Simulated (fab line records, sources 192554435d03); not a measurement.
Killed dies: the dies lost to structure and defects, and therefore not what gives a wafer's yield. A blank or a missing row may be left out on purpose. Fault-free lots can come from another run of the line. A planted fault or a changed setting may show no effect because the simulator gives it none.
Struck lot and sound lot, side by side :: flow n5Finfet :: 25 steps out of a route of 1938
Sound: the wafers L753.2, L753.3, L753.4. The struck wafers were L763.2, L763.3, L763.5. The cause is named last.
At each step with rows: each side's tool, then ch and its chambers, then its first start. Under that, the readings that differ: sound wafers :: struck wafers :: difference of the means :: sigmas: that difference in standard deviations of wafers without a fault.
alike: words and numbers the same on both sides, and readings whose means are apart by under 2 such deviations; not compared: readings that were withheld, readings missing a value for some wafer, numbers with overlapping values and no deviation given by the record, and bounds like >300 which may hide the same value.
Wherever a step has rows on one side only, a row that says differs or no value, or a row with sigmas, the two part there. When numbers do not overlap yet have no deviation, they are printed without sigmas and do not part them. A reading that every wafer of one side lacks parts them only if that side has two wafers or more.

first, 11 steps without rows for these wafers: N5_MOL_CONTACT_COAG_ETCHBACK_135 (etches SiO2 in CHF3, target depth 25 nm, time 16.7 s); N5_MOL_CONTACT_COAG_STRIP_118 (strips in CHF3); N5_MOL_CONTACT_COAG_VIA_ETCH_46 (etches SiO2 in C4F6/O2, target depth 46 nm, overetch 9.2 nm, time 40 s); N5_MOL_CONTACT_COAG_STRIP_96 (strips in N2/H2); N5_MOL_CONTACT_COAG_ETCH_47 (etches SiNx in CH3F/O2, stops on W, target depth 27 nm); N5_MOL_CONTACT_COAG_STRIP_119 (strips in N2/H2, time 30 s); N5_MOL_CONTACT_COAG_PRECLEAN_144 (cleans in alkaline clean, time 60 s); N5_MOL_CONTACT_COAG_SRD_145 (time 30 s); N5_MOL_CONTACT_COAG_COAT_62 (time 60 s, resist thk 60 nm); N5_MOL_CONTACT_COAG_COAT_63 (time 60 s, resist thk 10 nm); N5_MOL_CONTACT_COAG_COAT_64 (time 60 s, resist thk 10 nm).
N5_MOL_CONTACT_COAG_COAT_34: resist thk 40 nm.
  sound on lithoTrack-03 ch 0, day 5 09:05; struck on lithoTrack-03 ch 0, day 7 20:46
reading: spinSpeedRpm (rpm)
sound: 1500.4 1499.7 1499.7
struck: 1560.1 1560.0 1558.6
difference: +59.6
sigmas: +63

reading: model.CAR-EUV_of_MOL_CONTACT_COAG_COAT_34.thkNm (nm)
sound: 40 40 40.2
struck: 39.4 39.2 39
difference: -0.9
sigmas: 
then, 9 steps without rows for these wafers: N5_MOL_CONTACT_COAG_EBR_36; N5_MOL_CONTACT_COAG_SOFTBAKE_35 (time 60 s); N5_MOL_CONTACT_COAG_EXPOSE_37 (exposes mask VD, defocus 0 nm); N5_MOL_CONTACT_COAG_PEB_38 (peb time 60 s); N5_MOL_CONTACT_COAG_DEVELOP_39 (develop time 30 s); N5_MOL_CONTACT_COAG_DESCUM_45 (chemistry O2, time 7 s); N5_MOL_CONTACT_COAG_ETCH_65 (etches underlayer in N2/H2, target depth 13 nm, time 10.4 s); N5_MOL_CONTACT_COAG_ETCH_66 (etches SiARC in CF4, target depth 13 nm, time 21.7 s); N5_MOL_CONTACT_COAG_ALD_133 (deposits SiO2, target thk 5 nm, pulse time 1 s, co reactant pulse time 1 s).
N5_MOL_CONTACT_COAG_ETCHBACK_134: etches SiO2 in CHF3, target depth 10 nm, time 6.7 s.
  sound on rieDiel-02 ch 1,2,3, day 5 10:49; struck on rieDiel-05 ch 0,3, day 7 21:36
reading: model.CAR-EUV_of_MOL_CONTACT_COAG_COAT_34.thkNm (nm)
sound: 15.2 15.6 15.8
struck: 14.8 14.8 14.4
difference: -0.9
sigmas: 
  alike: drypumpMotorCurrentA, oes_f_703_au, oesProductAu, rfVppV, showerheadPlenumPTorr, throttleValvePct
  not compared: rfHoursCounterH
then, 1 step without rows for these wafers: N5_MOL_CONTACT_COAG_ETCH_67 (etches SOC in N2/H2, target depth 60 nm, overetch 21 nm, time 101.2 s).
-- record jumps: 4 days separate the struck wafers' starts on either side; left off in module MOL_CONTACT_COAG, taken up again in module BEOL_M4, whose first shown step is the route's number 1111 --
N5_BEOL_M4_RC_MEAS_101:
  sound on prober-01 ch 0, day 8 10:47; struck on prober-02 ch 0, day 11 12:56
reading: SS_P (mV/dec)
sound: 72.2 72.1 72.3
struck: 75.1 72.2 74.1
difference: +1.6
sigmas: +2

reading: VT_N (mV)
sound: 254 259 257
struck: 242 253 249
difference: -9
sigmas: -2
  alike: DIBL_N, DIBL_P, IOFF_N, IOFF_P, ION_N, ION_P, SS_N, VT_P
next, for these wafers, 1 step has no rows: N5_PASSIVATION_PROBE_49.

== WHERE THEY PART ==
First at N5_MOL_CONTACT_COAG_COAT_34; last, within this record, at N5_BEOL_M4_RC_MEAS_101.

WHY: what had been put in by the simulator
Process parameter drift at N5_MOL_CONTACT_COAG_COAT_34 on lithoTrack-03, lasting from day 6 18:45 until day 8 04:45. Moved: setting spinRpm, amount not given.
